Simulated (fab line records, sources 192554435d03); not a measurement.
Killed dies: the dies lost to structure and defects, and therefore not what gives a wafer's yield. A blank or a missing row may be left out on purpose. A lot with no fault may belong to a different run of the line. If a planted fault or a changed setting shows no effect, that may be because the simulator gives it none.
Which tool is to blame?	flow n5Finfet	11 lots, 32 wafers sampled, at 5 steps of a route of 1938

== WHAT THE GAUGES SHOWED, per wafer ==
N5_BEOL_M12_CD_MEAS_28: the cd target is 160.2 nm. Usual: cdNm reads 159.9 nm (standard deviation 1.4).
lot	measured	on	cdNm (nm)	flag
L670	day 11 04:51	cdSem-03	159.9 158.1 159.5	
L672	day 11 08:31	cdSem-01	158.7 157.7 158.0	
L671	day 11 12:54	cdSem-03	158.2 159.3 161.1	
L674	day 12 16:44	cdSem-01	160.5 161.1 160.0	
L673	day 12 17:20	cdSem-03	160.7 160.7	
L677	day 12 22:28	cdSem-02	155.8 156.4 159.2	
L675	day 12 23:44	cdSem-03	158.9 161.2 160.7	
L676	day 13 06:28	cdSem-02	159.8 159.4 159.3	
L681	day 14 04:29	cdSem-01	162.9 161.6 161.7	
L679	day 14 05:39	cdSem-01	161.4 158.8 160.8	
L683	day 14 10:33	cdSem-02	161.6 161.1 161.2	

N5_BEOL_M12_RS_MEAS_54: measures by four-point-probe. Usual: M12_RS 0.0606 ohm/sq, standard deviation 0.00093.
lot	measured	on	M12_RS (ohm/sq)	flag
L670	day 11 08:35	filmMetro-02	0.0617 0.0595 0.0607	
L672	day 11 11:33	filmMetro-01	0.0603 0.0625 0.0601	
L671	day 11 20:11	filmMetro-02	0.0605 0.0591 0.0606	
L674	day 12 18:59	filmMetro-01	0.0594 0.0597 0.0606	
L673	day 12 21:45	filmMetro-02	0.0606 0.0594	
L677	day 13 01:02	filmMetro-01	0.0601 0.0606 0.0597	
L675	day 13 06:11	filmMetro-02	0.0621 0.0597 0.0605	
L676	day 13 12:54	filmMetro-02	0.0599 0.0601 0.0596	
L681	day 14 07:59	filmMetro-02	0.0589 0.0616 0.0585	
L679	day 14 08:31	filmMetro-01	0.0611 0.0619 0.0625	
L683	day 14 15:04	filmMetro-01	0.0619 0.0631 0.0629	

== EACH LOT AND THE TOOL THAT RAN IT (in order: tool; ch and the chambers of the sampled wafers; start) ==
lot	N5_BEOL_M12_DESCUM_15	N5_BEOL_M12_SPUTTER_43	N5_BEOL_M12_CMP_49
L670	rieDiel-06 ch 0,1, day 11 03:54	pvdSputter-01, day 11 06:33	cmp-01 ch 0,2,3, day 11 08:12
L672	rieDiel-03 ch 0,3, day 11 07:34	pvdSputter-02, day 11 10:25	cmp-04 ch 0,1,2, day 11 11:13
L671	rieDiel-06 ch 0,1,3, day 11 11:15	pvdSputter-01, day 11 19:02	cmp-01 ch 1,2,3, day 11 19:50
L674	rieDiel-06 ch 0,3, day 12 15:54	pvdSputter-02, day 12 17:51	cmp-03 ch 0,1,3, day 12 18:34
L673	rieDiel-02 ch 0,2, day 12 16:23	pvdSputter-01, day 12 20:36	cmp-04 ch 3, day 12 21:22
L677	rieDiel-03 ch 0,2,3, day 12 21:35	pvdSputter-01, day 12 23:55	cmp-03 ch 1,3, day 13 00:40
L675	rieDiel-03 ch 1,2, day 12 22:55	pvdSputter-03, day 13 05:02	cmp-01 ch 0,2,3, day 13 05:53
L676	rieDiel-03 ch 0,1,3, day 13 05:32	pvdSputter-01, day 13 11:46	cmp-04 ch 0,2, day 13 12:29
L681	rieDiel-03 ch 0,1, day 14 03:32	pvdSputter-01, day 14 06:50	cmp-01 ch 2,3, day 14 07:34
L679	rieDiel-06 ch 0,2,3, day 14 04:42	pvdSputter-01, day 14 07:22	cmp-01 ch 1,3, day 14 08:08
L683	rieDiel-02 ch 0,2,3, day 14 09:37	pvdSputter-01, day 14 13:49	cmp-01 ch 0,1, day 14 14:41
- N5_BEOL_M12_DESCUM_15: chemistry O2, time 7.9 s.
- N5_BEOL_M12_SPUTTER_43: material TaN, target thk 15 nm, time 24.19 s.
- N5_BEOL_M12_CMP_49: polishes, stops on SiOC, t overpolish 20.6 s, target thk 320 nm.

== WHAT THE TOOLS THEMSELVES READ (means of the sampled wafers that have a number; where no wafer has one, the mark that the record gives instead) ==
N5_BEOL_M12_DESCUM_15. Usual: value, then standard deviation, for each; biasPowerW 20.00 W / 0.059; drypumpMotorCurrentA 5.7 A / 0.5; o2FlowSccm 225.0 sccm / 0.63; oesProductAu 0.77 a.u. / 0.047; rfVppV 243.1 V / 1.2; showerheadPlenumPTorr 2.08 Torr / 0.063; throttleValvePct 20.38 % / 0.26.
lot	tool	biasPowerW (W)	drypumpMotorCurrentA (A)	o2FlowSccm (sccm)	oesProductAu (a.u.)	rfVppV (V)	showerheadPlenumPTorr (Torr)	throttleValvePct (%)	flag
L670	rieDiel-06	20.05	5.3	224.1	0.75	241.5	2.02	20.67	
L672	rieDiel-03	19.96	5.6	224.9	0.80	244.5	2.17	20.06	
L671	rieDiel-06	19.97	5.9	224.8	0.77	242.6	2.05	20.64	
L674	rieDiel-06	19.95	6.5	225.2	0.78	242.7	2.08	20.61	
L673	rieDiel-02	20.01	5.2	225.1	0.77	242.4	2.04	20.61	
L677	rieDiel-03	19.96	5.7	224.9	0.79	244.3	2.13	20.09	
L675	rieDiel-03	19.99	5.8	225.5	0.82	244.0	2.12	20.13	
L676	rieDiel-03	19.96	5.9	225.1	0.79	244.2	2.13	20.16	
L681	rieDiel-03	20.06	5.7	225.4	0.80	244.5	2.17	20.12	
L679	rieDiel-06	20.01	6.1	225.3	0.78	242.4	2.04	20.53	
L683	rieDiel-02	19.96	5.3	225.1	0.75	243.4	2.09	20.64	

N5_BEOL_M12_SPUTTER_43. Usual: throttleValvePct reads 29.6 % (standard deviation 1.2).
lot	tool	throttleValvePct (%)	flag
L670	pvdSputter-01	28.2	
L672	pvdSputter-02	29.7	
L671	pvdSputter-01	28.9	
L674	pvdSputter-02	30.5	
L673	pvdSputter-01	30.5	
L677	pvdSputter-01	29.3	
L675	pvdSputter-03	30.8	
L676	pvdSputter-01	30.3	
L681	pvdSputter-01	28.4	
L679	pvdSputter-01	29.3	
L683	pvdSputter-01	29.4	

N5_BEOL_M12_CMP_49. Usual: barrierFieldEndpointS 30.1 s, standard deviation 0.73; motorCurrentA 6.2 A, standard deviation 0.93; retainingRingPressureFrac 0.999, standard deviation 0.005.
lot	tool	barrierFieldEndpointS (s)	motorCurrentA (A)	retainingRingPressureFrac	flag
L670	cmp-01	29.7	6.9	1.001	
L672	cmp-04	30.5	5.4	0.998	
L671	cmp-01	29.5	7.0	1.005	
L674	cmp-03	30.7	6.0	1.000	
L673	cmp-04	29.3	6.4	0.997	
L677	cmp-03	30.3	6.3	1.003	
L675	cmp-01	29.6	7.0	0.999	
L676	cmp-04	30.6	5.3	1.008	
L681	cmp-01	29.9	6.8	1.003	
L679	cmp-01	37.3	6.8	0.997	OFF
L683	cmp-01	36.1	6.8	1.001	OFF

== THE ANSWER, worked out from the rows above alone ==
Rule: a lot is off if the mean of its wafers that have a number lies more than 3 standard deviations from the usual mean. Also off: a lot with no number at a reading for which 4 or more lots have one. Any other lot the step has rows for is counted as sound. The gauges are gone through in route order, then the tools' own readings, and for those a lot's mean is taken as printed above. At the first step where some lot is off, the reading lying furthest off is the one used; lots without a number count as furthest.
Off, at N5_BEOL_M12_CMP_49 on barrierFieldEndpointS: L679, L683.
A tool fits if, at that step or a process step before it, it ran every lot that is off, and no sound lot after the first of them. Undecided on this evidence; 2 tools fit (pvdSputter-01 at N5_BEOL_M12_SPUTTER_43, cmp-01 at N5_BEOL_M12_CMP_49).

== WHAT THE SIMULATOR PUT IN ==
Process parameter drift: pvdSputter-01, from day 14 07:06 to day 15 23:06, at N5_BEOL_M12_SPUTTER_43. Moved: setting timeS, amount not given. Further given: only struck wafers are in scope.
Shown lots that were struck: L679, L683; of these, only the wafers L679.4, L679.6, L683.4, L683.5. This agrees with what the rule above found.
